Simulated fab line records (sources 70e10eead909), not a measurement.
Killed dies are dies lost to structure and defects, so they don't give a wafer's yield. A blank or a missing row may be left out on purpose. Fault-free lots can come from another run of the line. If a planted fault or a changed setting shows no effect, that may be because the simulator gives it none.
Which tool did it? | flow nandHarc | 11 lots, 33 wafers sampled, at 6 steps of a route of 1302

WHAT THE GAUGES READ, wafer by wafer
NHARC_P_GATE_CD_MEAS_26: target cd 120 nm. Usual: 119.8 nm for cdNm, sd 0.53.
lot  | measured     | on       | cdNm (nm)         | flag
L716 | day 5 08:46  | cdSem-02 | 119.7 120.3 119.6 | 
L718 | day 5 20:08  | cdSem-03 | 119.3 120.0 119.9 | 
L719 | day 6 01:05  | cdSem-02 | 120.2 120.0 120.2 | 
L720 | day 6 15:53  | cdSem-01 | 120.1 121.0 121.0 | 
L724 | day 8 05:43  | cdSem-02 | 119.3 119.3 119.5 | 
L725 | day 8 17:38  | cdSem-01 | 120.3 120.1 119.4 | 
L726 | day 9 09:23  | cdSem-02 | 120.1 120.3 120.0 | 
L728 | day 9 23:06  | cdSem-03 | 120.2 119.6 119.4 | 
L734 | day 12 12:25 | cdSem-02 | 91.1 90.7 91.2    | OFF
L736 | day 13 10:04 | cdSem-01 | 91.2 91.1 91.2    | OFF
L739 | day 14 11:53 | cdSem-02 | 120.5 120.5 120.3 | 

NHARC_END_SORT_01. Usual: killedAtArray 56, standard deviation 21; killedAtOther 1.2, standard deviation 1.6; killedAtPeriphery 3.7, standard deviation 2.5; killedDies 61, standard deviation 21; killedOpen 3.1, standard deviation 1.8; killedShort 2.8, standard deviation 1.7.
lot  | measured     | on        | killedAtArray | killedAtOther | killedAtPeriphery | killedDies  | killedOpen | killedShort | flag
L734 | day 31 19:35 | prober-01 | 49 55 54      | 0 0 1         | 578 587 605       | 627 642 660 | 3 3 5      | 5 1 4       | OFF
L736 | day 33 04:25 | prober-01 | 77 81 70      | 0 1 5         | 584 572 586       | 661 654 661 | 3 6 1      | 2 3 3       | OFF

TOOL THAT RAN EACH LOT (tool first, then ch and the chambers of the sampled wafers, then the start)
lot  | NHARC_P_GATE_DESCUM_13            | NHARC_P_GATE_PEB_24              | NHARC_P_GATE_STRIP_108            | NHARC_P_GATE_ALD_36
L716 | rieDiel-06 ch 0,2,3, day 4 17:41  | lithoTrack-04 ch 0, day 5 08:41  | rieDiel-08 ch 0,2,3, day 5 09:36  | aldSin-02 ch 0,2,3, day 5 10:13
L718 | rieDiel-04 ch 0,1,3, day 5 06:01  | lithoTrack-06 ch 0, day 5 20:04  | rieDiel-04 ch 2,3, day 5 20:57    | aldSin-01 ch 0,1,2, day 5 23:43
L719 | rieDiel-06 ch 2,3, day 5 11:25    | lithoTrack-04 ch 0, day 6 00:59  | rieDiel-08 ch 0,2,3, day 6 01:53  | aldSin-04 ch 0,3, day 6 02:31
L720 | rieDiel-06 ch 1,2, day 6 00:26    | lithoTrack-01 ch 0, day 6 15:48  | rieDiel-04 ch 1,2,3, day 6 16:41  | aldSin-02 ch 1,2, day 6 18:23
L724 | rieDiel-08 ch 1,2,3, day 7 16:02  | lithoTrack-04 ch 0, day 8 05:38  | rieDiel-06 ch 1,3, day 8 06:31    | aldSin-01 ch 1,2, day 8 08:14
L725 | rieDiel-08 ch 0,2, day 8 03:37    | lithoTrack-04 ch 0, day 8 17:34  | rieDiel-06 ch 0,2,3, day 8 18:38  | aldSin-04 ch 0,1, day 8 19:19
L726 | rieDiel-08 ch 0,1, day 8 15:20    | lithoTrack-01 ch 0, day 9 09:17  | rieDiel-04 ch 1,2,3, day 9 10:12  | aldSin-02 ch 0,2, day 9 10:49
L728 | rieDiel-06 ch 0,2,3, day 9 07:45  | lithoTrack-06 ch 0, day 9 23:01  | rieDiel-08 ch 1,2, day 9 23:54    | aldSin-04 ch 0,2, day 10 00:32
L734 | rieDiel-08 ch 0,3, day 11 22:41   | lithoTrack-04 ch 0, day 12 12:20 | rieDiel-08 ch 1,2,3, day 12 13:15 | aldSin-04 ch 0,1,2, day 12 14:57
L736 | rieDiel-04 ch 0,1,3, day 12 19:17 | lithoTrack-04 ch 0, day 13 09:59 | rieDiel-04 ch 0,2,3, day 13 10:53 | aldSin-04 ch 0,1,2, day 13 11:31
L739 | rieDiel-08 ch 0,1,2, day 13 18:47 | lithoTrack-01 ch 0, day 14 11:48 | rieDiel-08 ch 0,2, day 14 12:48   | aldSin-01 ch 1,3, day 14 13:25
- NHARC_P_GATE_DESCUM_13: chemistry O2, time 3 s.
- NHARC_P_GATE_PEB_24: peb time 65 s.
- NHARC_P_GATE_STRIP_108: strips in O2.
- NHARC_P_GATE_ALD_36: deposits SiNx, target thk 20 nm, pulse time 60 s, ald cycles 223.

AS READ BY THE TOOLS THEMSELVES (means over the sampled wafers that have a number; for cases with no such wafer, the mark the record gives instead)
NHARC_P_GATE_DESCUM_13. Usual: drypumpMotorCurrentA 5.7 A, standard deviation 0.4; oesProductAu 0.997 a.u., standard deviation 0.0068; rfVppV 57.9 V, standard deviation 0.8; showerheadPlenumPTorr 1.92 Torr, standard deviation 0.07; throttleValvePct 11.311 %, standard deviation 0.009.
lot  | tool       | drypumpMotorCurrentA (A) | oesProductAu (a.u.) | rfVppV (V) | showerheadPlenumPTorr (Torr) | throttleValvePct (%) | flag
L716 | rieDiel-06 | 5.5                      | 0.998               | 58.5       | 1.94                         | 11.316               | 
L718 | rieDiel-04 | 5.7                      | 0.990               | 57.5       | 1.90                         | 11.303               | 
L719 | rieDiel-06 | 6.0                      | 1.003               | 58.0       | 1.98                         | 11.316               | 
L720 | rieDiel-06 | 5.9                      | 0.995               | 58.1       | 1.96                         | 11.305               | 
L724 | rieDiel-08 | 5.7                      | 0.998               | 57.8       | 1.87                         | 11.318               | 
L725 | rieDiel-08 | 5.6                      | 1.000               | 57.7       | 1.90                         | 11.322               | 
L726 | rieDiel-08 | 5.6                      | 0.998               | 58.8       | 1.91                         | 11.308               | 
L728 | rieDiel-06 | 5.5                      | 1.006               | 57.7       | 1.94                         | 11.314               | 
L734 | rieDiel-08 | 6.0                      | 0.995               | 57.6       | 1.97                         | 11.315               | 
L736 | rieDiel-04 | 5.7                      | 0.999               | 58.2       | 1.90                         | 11.306               | 
L739 | rieDiel-08 | 5.6                      | 0.998               | 57.9       | 1.90                         | 11.311               | 

NHARC_P_GATE_PEB_24. Usual: heaterPowerTotalW 156.6 W, standard deviation 0.43; plateTempC 100.01 C, standard deviation 0.11.
lot  | tool          | heaterPowerTotalW (W) | plateTempC (C) | flag
L716 | lithoTrack-04 | 156.3                 | 100.00         | 
L718 | lithoTrack-06 | 156.5                 | 100.03         | 
L719 | lithoTrack-04 | 156.1                 | 99.89          | 
L720 | lithoTrack-01 | 156.8                 | 99.98          | 
L724 | lithoTrack-04 | 156.7                 | 100.01         | 
L725 | lithoTrack-04 | 156.3                 | 100.02         | 
L726 | lithoTrack-01 | 156.4                 | 99.84          | 
L728 | lithoTrack-06 | 156.5                 | 100.16         | 
L734 | lithoTrack-04 | 178.9                 | 110.10         | OFF
L736 | lithoTrack-04 | 178.7                 | 110.23         | OFF
L739 | lithoTrack-01 | 156.6                 | 100.04         | 

NHARC_P_GATE_STRIP_108. Usual: drypumpMotorCurrentA 5.7 A, standard deviation 0.42; oesProductAu 0.997 a.u., standard deviation 0.0083; rfVppV 57.9 V, standard deviation 0.83; showerheadPlenumPTorr 3.54 Torr, standard deviation 0.12; throttleValvePct 17.036 %, standard deviation 0.009.
lot  | tool       | drypumpMotorCurrentA (A) | oesProductAu (a.u.) | rfVppV (V) | showerheadPlenumPTorr (Torr) | throttleValvePct (%) | flag
L716 | rieDiel-08 | 5.8                      | 0.993               | 58.7       | 3.56                         | 17.038               | 
L718 | rieDiel-04 | 5.4                      | 0.989               | 57.6       | 3.66                         | 17.042               | 
L719 | rieDiel-08 | 5.8                      | 1.000               | 57.9       | 3.56                         | 17.041               | 
L720 | rieDiel-04 | 5.7                      | 0.990               | 57.1       | 3.60                         | 17.034               | 
L724 | rieDiel-06 | 6.0                      | 1.014               | 57.9       | 3.64                         | 17.043               | 
L725 | rieDiel-06 | 5.5                      | 1.008               | 57.9       | 3.58                         | 17.033               | 
L726 | rieDiel-04 | 5.7                      | 0.997               | 57.3       | 3.60                         | 17.036               | 
L728 | rieDiel-08 | 5.5                      | 0.996               | 58.0       | 3.40                         | 17.033               | 
L734 | rieDiel-08 | 5.7                      | 1.001               | 57.6       | 3.45                         | 17.031               | 
L736 | rieDiel-04 | 5.6                      | 1.003               | 57.9       | 3.55                         | 17.047               | 
L739 | rieDiel-08 | 5.7                      | 0.997               | 57.9       | 3.62                         | 17.037               | 

NHARC_P_GATE_ALD_36. Usual: heaterPowerW 882 W, standard deviation 85; precursorPulseHeightRel 0.999, standard deviation 0.021.
lot  | tool      | heaterPowerW (W) | precursorPulseHeightRel | flag
L716 | aldSin-02 | 847              | 0.994                   | 
L718 | aldSin-01 | 852              | 0.992                   | 
L719 | aldSin-04 | 941              | 1.011                   | 
L720 | aldSin-02 | 855              | 1.004                   | 
L724 | aldSin-01 | 863              | 0.995                   | 
L725 | aldSin-04 | 952              | 0.975                   | 
L726 | aldSin-02 | 896              | 1.018                   | 
L728 | aldSin-04 | 1048             | 0.998                   | 
L734 | aldSin-04 | 984              | 0.991                   | 
L736 | aldSin-04 | 985              | 0.997                   | 
L739 | aldSin-01 | 822              | 0.995                   | 

THE ANSWER, worked out from the rows above alone
Rule: take the mean of a lot's wafers that have a number; if it is more than 3 standard deviations from the usual mean, the lot is off. A lot without any number at a reading at which 4 lots or more have one is off too. All remaining lots with rows at the step are treated as sound. The gauges are gone through in route order, then the tools' own readings, and for those a lot's mean is taken as printed above. The first step at which some lot is off is used, and at that step the reading that is off furthest; a lot without a number counts as furthest.
Off, at NHARC_P_GATE_CD_MEAS_26 on cdNm: L734, L736.
If a tool, at a process step before that reading, ran all the lots that are off and no sound lot after the first of them, it fits. The gauges at NHARC_P_GATE_CD_MEAS_26 aren't tried: what is off there is off at NHARC_END_SORT_01 too, on other tools, and a gauge's error can't cause that. One fits: lithoTrack-04 at NHARC_P_GATE_PEB_24. Its last sound lot is L725 (day 8 17:34), its first lot that is off L734 (day 12 12:20): a fault that began between those two fits.
The tool's own readings at NHARC_P_GATE_PEB_24 bear it out: on the lots that are off they differ by more than 5 times the standard deviation of the sound lots' means. heaterPowerTotalW reads 178.8 W there against 156.5 W on the sound lots; plateTempC reads 110.16 C there against 100.00 C on the sound lots.

WHAT HAD BEEN PUT IN BY THE SIMULATOR
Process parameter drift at NHARC_P_GATE_PEB_24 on lithoTrack-04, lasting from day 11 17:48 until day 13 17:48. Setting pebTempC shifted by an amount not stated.
Struck lots among those shown: L734, L736. The rule above reached the same finding.
